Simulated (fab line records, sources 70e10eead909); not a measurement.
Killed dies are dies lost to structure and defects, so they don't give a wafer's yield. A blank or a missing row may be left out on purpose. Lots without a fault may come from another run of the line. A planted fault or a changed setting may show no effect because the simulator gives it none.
Which tool did it? | flow nand_harc | 24 lots, 72 wafers sampled, at 5 steps of a route of 1302

WHAT THE GAUGES READ, wafer by wafer
NHARC_P_M0_THK_MEAS_24: measures by xrf.
lot  | measured     | on            | thk_nm (nm)
L074 | day 6 11:52  | film_metro-02 | 116.3 116.6 119.4
L076 | day 7 03:17  | film_metro-01 | 118.1 116.7 115.4
L075 | day 7 04:02  | film_metro-02 | 118.4 117.8 118.5
L077 | day 7 09:37  | film_metro-01 | 117.4 117.3 117.0
L078 | day 7 22:23  | film_metro-01 | 117.5 115.9 118.7
L079 | day 8 05:42  | film_metro-01 | 117.8 119.8 117.9
L080 | day 8 13:22  | film_metro-01 | 118.2 118.3 117.7
L081 | day 9 00:57  | film_metro-02 | 118.7 118.0 116.0
L082 | day 9 13:30  | film_metro-02 | 116.4 117.0 117.1
L083 | day 9 20:26  | film_metro-01 | 117.6 117.5 117.1
L084 | day 10 10:37 | film_metro-02 | 117.8 115.0 115.1
L085 | day 10 14:34 | film_metro-02 | 119.3 116.1 118.3
L086 | day 11 04:11 | film_metro-02 | 117.9 117.4 117.0
L087 | day 11 12:41 | film_metro-02 | 115.2 116.4 115.9
L088 | day 12 06:40 | film_metro-02 | 119.2 116.8 118.0
L089 | day 12 07:09 | film_metro-01 | 115.9 116.9 118.3
L090 | day 12 21:34 | film_metro-01 | 115.8 115.9 113.9
L091 | day 12 22:32 | film_metro-02 | 117.8 118.5 116.5
L092 | day 14 07:17 | film_metro-01 | 117.4 117.2 118.9
L093 | day 14 07:43 | film_metro-02 | 118.2 116.9 117.0
L094 | day 14 13:44 | film_metro-02 | 116.1 117.1 114.6
L095 | day 15 02:06 | film_metro-01 | 117.7 119.8 117.5
L096 | day 15 11:47 | film_metro-02 | 116.7 119.9 117.0
L097 | day 15 19:47 | film_metro-02 | 118.1 117.4 116.2

NHARC_P_M0_INSPECT_27.
lot  | measured     | on                | raw_defect_count
L074 | day 6 12:01  | defect_inspect-01 | 260 245 160
L076 | day 7 03:26  | defect_inspect-01 | 178 261 308
L075 | day 7 04:11  | defect_inspect-01 | 230 221 273
L077 | day 7 09:46  | defect_inspect-01 | 243 297 405
L078 | day 7 22:32  | defect_inspect-01 | 199 207 331
L079 | day 8 05:52  | defect_inspect-01 | 210 197 161
L080 | day 8 13:31  | defect_inspect-02 | 425 249 343
L081 | day 9 01:07  | defect_inspect-01 | 126 159 122
L082 | day 9 13:40  | defect_inspect-01 | 397 139 318
L083 | day 9 20:35  | defect_inspect-01 | 263 204 235
L084 | day 10 10:47 | defect_inspect-02 | 204 175 224
L085 | day 10 14:44 | defect_inspect-01 | 320 393 337
L086 | day 11 04:21 | defect_inspect-02 | 348 266 207
L087 | day 11 12:51 | defect_inspect-02 | 137 221 390
L088 | day 12 06:50 | defect_inspect-01 | 294 198 270
L089 | day 12 07:18 | defect_inspect-01 | 237 388 337
L090 | day 12 21:43 | defect_inspect-01 | 413 316 261
L091 | day 12 22:41 | defect_inspect-01 | 464 375 427
L092 | day 14 07:27 | defect_inspect-02 | 375 243 436
L093 | day 14 07:52 | defect_inspect-01 | 260 228 395
L094 | day 14 13:54 | defect_inspect-02 | 324 239 434
L095 | day 15 02:16 | defect_inspect-02 | 207 414 231
L096 | day 15 11:56 | defect_inspect-02 | 194 165 318
L097 | day 15 19:57 | defect_inspect-01 | 267 365 277

WHICH TOOL RAN EACH LOT (tool, then ch and the chambers of the sampled wafers, then the start)
lot  | NHARC_P_CONTACT_ETCH_18                       | NHARC_P_CONTACT_CMP_24        | NHARC_P_M0_CMP_23
L074 | rie_diel-10 ch 0,2,3, day 6 08:04 or earlier  | cmp-01 ch 0,1,3, day 6 08:04  | cmp-03 ch 0,3, day 6 11:33
L076 | rie_diel-05 ch 0,1,3, day 6 23:13 or earlier  | cmp-03 ch 0,1,3, day 6 23:13  | cmp-02 ch 0,2,3, day 7 02:58
L075 | rie_diel-08 ch 1,2,3, day 6 23:52 or earlier  | cmp-01 ch 1,2, day 6 23:52    | cmp-03 ch 1,2, day 7 03:43
L077 | rie_diel-05 ch 0,1,2, day 7 05:47 or earlier  | cmp-03 ch 2,3, day 7 05:47    | cmp-01 ch 1,2,3, day 7 09:21
L078 | rie_diel-10 ch 0,1,2, day 7 18:28 or earlier  | cmp-03 ch 0,1,2, day 7 18:28  | cmp-02 ch 1,2,3, day 7 22:04
L079 | rie_diel-08 ch 0,1,3, day 8 01:50 or earlier  | cmp-01 ch 0,2,3, day 8 01:50  | cmp-03 ch 0,1,2, day 8 05:23
L080 | rie_diel-10 ch 0,2, day 8 09:32 or earlier    | cmp-04 ch 0,1,3, day 8 09:32  | cmp-01 ch 1,3, day 8 13:03
L081 | rie_diel-08 ch 0,2,3, day 8 20:51 or earlier  | cmp-03 ch 1,2,3, day 8 20:51  | cmp-02 ch 0,1, day 9 00:40
L082 | rie_diel-10 ch 2,3, day 9 09:32 or earlier    | cmp-01 ch 0,2,3, day 9 09:32  | cmp-03 ch 2,3, day 9 13:11
L083 | rie_diel-08 ch 0,2,3, day 9 16:38 or earlier  | cmp-04 ch 0,2,3, day 9 16:38  | cmp-03 ch 0,1,2, day 9 20:07
L084 | rie_diel-05 ch 0,3, day 10 06:46 or earlier   | cmp-03 ch 0,1,2, day 10 06:46 | cmp-02 ch 0,3, day 10 10:19
L085 | rie_diel-05 ch 0,1,3, day 10 10:47 or earlier | cmp-01 ch 1,2,3, day 10 10:47 | cmp-03 ch 1,2,3, day 10 14:15
L086 | rie_diel-08 ch 1,3, day 11 00:07 or earlier   | cmp-04 ch 1,2,3, day 11 00:07 | cmp-02 ch 2,3, day 11 03:53
L087 | rie_diel-08 ch 0,1, day 11 08:47 or earlier   | cmp-03 ch 0,1,2, day 11 08:47 | cmp-01 ch 0,3, day 11 12:25
L088 | rie_diel-08 ch 0,2, day 12 02:54 or earlier   | cmp-01 ch 0,2, day 12 02:54   | cmp-03 ch 0,1,3, day 12 06:23
L089 | rie_diel-05 ch 0,2,3, day 12 03:20 or earlier | cmp-03 ch 2,3, day 12 03:20   | cmp-02 ch 1,2, day 12 06:52
L090 | rie_diel-10 ch 0,1,3, day 12 17:37 or earlier | cmp-03 ch 0,2, day 12 17:37   | cmp-02 ch 0,1,2, day 12 21:18
L091 | rie_diel-08 ch 2,3, day 12 18:43 or earlier   | cmp-01 ch 0,2,3, day 12 18:43 | cmp-03 ch 1,2, day 12 22:14
L092 | rie_diel-08 ch 0,1, day 14 03:31 or earlier   | cmp-01 ch 1,2, day 14 03:31   | cmp-03 ch 1,2,3, day 14 07:04
L093 | rie_diel-10 ch 1,2, day 14 03:58 or earlier   | cmp-03 ch 0,1,2, day 14 03:58 | cmp-02 ch 0,3, day 14 07:25
L094 | rie_diel-08 ch 0,1,2, day 14 09:56 or earlier | cmp-04 ch 0,2,3, day 14 09:56 | cmp-01 ch 1,2,3, day 14 13:25
L095 | rie_diel-08 ch 0,1,3, day 14 22:26 or earlier | cmp-01 ch 0,3, day 14 22:26   | cmp-01 ch 1,2, day 15 01:49
L096 | rie_diel-10 ch 0,1, day 15 07:54 or earlier   | cmp-01 ch 0,1, day 15 07:54   | cmp-03 ch 1,3, day 15 11:28
L097 | rie_diel-10 ch 0,2,3, day 15 16:02 or earlier | cmp-01 ch 0,1,3, day 15 16:02 | cmp-01 ch 0,2, day 15 19:29
- NHARC_P_CONTACT_ETCH_18: etches the open film in C4F8/O2/Ar, target depth 481 nm, time 240.5 s.
- NHARC_P_CONTACT_CMP_24: polishes, t overpolish 30 s, target thk 200 nm.
- NHARC_P_M0_CMP_23: polishes, t overpolish 20 s, target thk 117.54 nm.

WHAT THE TOOLS THEMSELVES READ (means of the sampled wafers that have a number; where no wafer has one, the mark that the record gives instead)
NHARC_P_CONTACT_ETCH_18.
lot  | tool        | oes_product_au (a.u.) | rf_vpp_V (V)
L074 | rie_diel-10 | 0.924                 | 979
L076 | rie_diel-05 | 0.953                 | 979
L075 | rie_diel-08 | 0.966                 | 974
L077 | rie_diel-05 | 0.970                 | 979
L078 | rie_diel-10 | 0.961                 | 977
L079 | rie_diel-08 | 0.968                 | 973
L080 | rie_diel-10 | 0.933                 | 977
L081 | rie_diel-08 | 0.966                 | 976
L082 | rie_diel-10 | 0.920                 | 981
L083 | rie_diel-08 | 0.972                 | 975
L084 | rie_diel-05 | 0.968                 | 978
L085 | rie_diel-05 | 0.969                 | 979
L086 | rie_diel-08 | 0.966                 | 971
L087 | rie_diel-08 | 0.977                 | 971
L088 | rie_diel-08 | 0.964                 | 977
L089 | rie_diel-05 | 0.945                 | 979
L090 | rie_diel-10 | 0.929                 | 983
L091 | rie_diel-08 | 0.966                 | 977
L092 | rie_diel-08 | 0.964                 | 973
L093 | rie_diel-10 | 0.965                 | 979
L094 | rie_diel-08 | 0.974                 | 974
L095 | rie_diel-08 | 0.973                 | 974
L096 | rie_diel-10 | 0.974                 | 980
L097 | rie_diel-10 | 0.970                 | 980

NHARC_P_CONTACT_CMP_24.
lot  | tool   | motor_current_A (A) | overpolish_run_s (s) | slurry_flow_ml_min | time_to_endpoint_s (s)
L074 | cmp-01 | 11.3                | 30.000               | 150.4              | 38.4
L076 | cmp-03 | 13.0                | 30.005               | 150.1              | 41.7
L075 | cmp-01 | 9.4                 | 29.989               | 150.0              | 42.3
L077 | cmp-03 | 13.3                | 30.000               | 149.8              | 40.7
L078 | cmp-03 | 12.6                | 29.986               | 150.3              | 39.7
L079 | cmp-01 | 10.6                | 29.999               | 150.1              | 39.8
L080 | cmp-04 | 12.8                | 29.993               | 149.9              | 42.8
L081 | cmp-03 | 12.7                | 30.000               | 149.8              | 39.1
L082 | cmp-01 | 10.8                | 30.002               | 150.5              | 39.4
L083 | cmp-04 | 12.4                | 29.994               | 150.3              | 43.5
L084 | cmp-03 | 13.0                | 30.007               | 149.9              | 40.0
L085 | cmp-01 | 10.2                | 30.004               | 149.7              | 38.5
L086 | cmp-04 | 12.1                | 29.997               | 150.4              | 42.3
L087 | cmp-03 | 12.4                | 29.997               | 149.8              | 37.7
L088 | cmp-01 | 9.7                 | 30.005               | 150.4              | 39.8
L089 | cmp-03 | 13.2                | 29.996               | 150.1              | 42.5
L090 | cmp-03 | 13.3                | 30.000               | 150.1              | 42.4
L091 | cmp-01 | 11.1                | 30.004               | 149.7              | 40.6
L092 | cmp-01 | 9.2                 | 30.006               | 150.2              | 41.6
L093 | cmp-03 | 12.3                | 29.996               | 150.4              | 42.0
L094 | cmp-04 | 12.4                | 29.994               | 150.0              | 39.8
L095 | cmp-01 | 11.7                | 30.004               | 150.1              | 40.3
L096 | cmp-01 | 10.9                | 29.996               | 149.9              | 39.4
L097 | cmp-01 | 11.2                | 30.002               | 150.7              | 40.2

NHARC_P_M0_CMP_23.
lot  | tool   | motor_current_A (A) | slurry_flow_ml_min | time_to_endpoint_s (s)
L074 | cmp-03 | 13.7                | 150.2              | 28.2
L076 | cmp-02 | 12.4                | 149.9              | 29.2
L075 | cmp-03 | 12.1                | 150.0              | 30.6
L077 | cmp-01 | 10.2                | 150.0              | 29.7
L078 | cmp-02 | 12.2                | 150.1              | 28.7
L079 | cmp-03 | 12.1                | 150.3              | 26.5
L080 | cmp-01 | 11.3                | 149.6              | 28.4
L081 | cmp-02 | 12.0                | 149.8              | 27.2
L082 | cmp-03 | 13.6                | 149.6              | 30.0
L083 | cmp-03 | 12.7                | 150.1              | 29.8
L084 | cmp-02 | 11.5                | 149.4              | 29.7
L085 | cmp-03 | 12.6                | 149.8              | 29.7
L086 | cmp-02 | 11.7                | 150.1              | 28.4
L087 | cmp-01 | 12.5                | 150.0              | 28.5
L088 | cmp-03 | 12.6                | 150.1              | 26.9
L089 | cmp-02 | 12.2                | 150.1              | 28.1
L090 | cmp-02 | 12.6                | 149.8              | 27.4
L091 | cmp-03 | 11.7                | 150.0              | 27.7
L092 | cmp-03 | 13.0                | 149.9              | 28.3
L093 | cmp-02 | 11.7                | 149.5              | 28.0
L094 | cmp-01 | 10.7                | 150.0              | 29.2
L095 | cmp-01 | 9.2                 | 149.8              | 30.7
L096 | cmp-03 | 12.6                | 150.3              | 29.2
L097 | cmp-01 | 10.6                | 149.8              | 31.8

THE ANSWER, worked out from the rows above alone
Rule: what is usual is taken from the lots themselves. Put in order of their means at a reading, lots are off if they are a third of the lots or fewer, leave a main group of 4 or more, and stand apart from it by a gap of 3 or more times the standard deviation of the main group's means; of several such gaps the widest counts. A main group whose means are all the same, to the digits that the tables above print for the reading, isn't used. A lot without any number at a reading at which 4 lots or more have one is off too. The other lots that the step has rows for count as sound. The gauges are gone through in route order, then the tools' own readings, and for those a lot's mean is taken as printed above. The first step at which some lot is off is used, and at that step the reading that is off furthest; a lot without a number counts as furthest.
No lot is off at any reading shown: from this, nothing can be told.

WHAT THE SIMULATOR HAD PUT IN
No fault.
